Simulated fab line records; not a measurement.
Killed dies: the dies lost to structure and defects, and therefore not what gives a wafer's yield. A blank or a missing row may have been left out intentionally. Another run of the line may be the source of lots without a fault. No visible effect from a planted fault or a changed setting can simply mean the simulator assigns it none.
What tool caused it? :: flow nand harc :: route of 1159 steps, sampled at 1 step: 10 lots, 30 wafers

WHAT EACH GAUGE READ, for each wafer
NHARC_A_SOURCE_PLATE_THK_MEAS_06: measures by ellipsometry.
lot: L074
measured: day 8 01:03
on: film metro-02
thk nm (nm): 198.3 200.4 197.1

lot: L077
measured: day 8 05:26
on: film metro-02
thk nm (nm): 202.3 203.6 203.7

lot: L078
measured: day 8 14:58
on: film metro-02
thk nm (nm): 200.7 199.5 199.0

lot: L083
measured: day 9 19:35
on: film metro-02
thk nm (nm): 195.9 198.4 196.3

lot: L086
measured: day 10 20:17
on: film metro-02
thk nm (nm): 198.8 198.4 198.3

lot: L088
measured: day 11 00:19
on: film metro-01
thk nm (nm): 197.9 197.8 199.9

lot: L090
measured: day 11 09:49
on: film metro-01
thk nm (nm): 198.1 196.6 199.0

lot: L093
measured: day 12 05:40
on: film metro-02
thk nm (nm): 204.0 206.0 202.2

lot: L095
measured: day 12 15:41
on: film metro-02
thk nm (nm): 202.9 202.2 200.6

lot: L097
measured: day 13 17:56
on: film metro-02
thk nm (nm): 201.0 200.0 201.4

EACH LOT AND THE TOOL THAT RAN IT (in order: tool; ch and the chambers of the sampled wafers; start)
No process step before these readings appears in the record.

THE ANSWER, worked out from the rows above alone
Rule: what is usual is taken from the lots themselves. The widest of any qualifying gaps counts: lots, ordered by their means at a reading, are off when they make up no more than a third of the lots, leave a main group of 4 or more, and stand apart from it by 3 or more times the standard deviation of that group's means. A main group is skipped when, at the precision printed for the reading in the tables above, its means are all equal. A lot without any number at a reading at which 4 lots or more have one is off too. All remaining lots with rows at the step are treated as sound.
Nothing can be told from this: no lot is off at any reading shown.

WHAT THE SIMULATOR PUT IN
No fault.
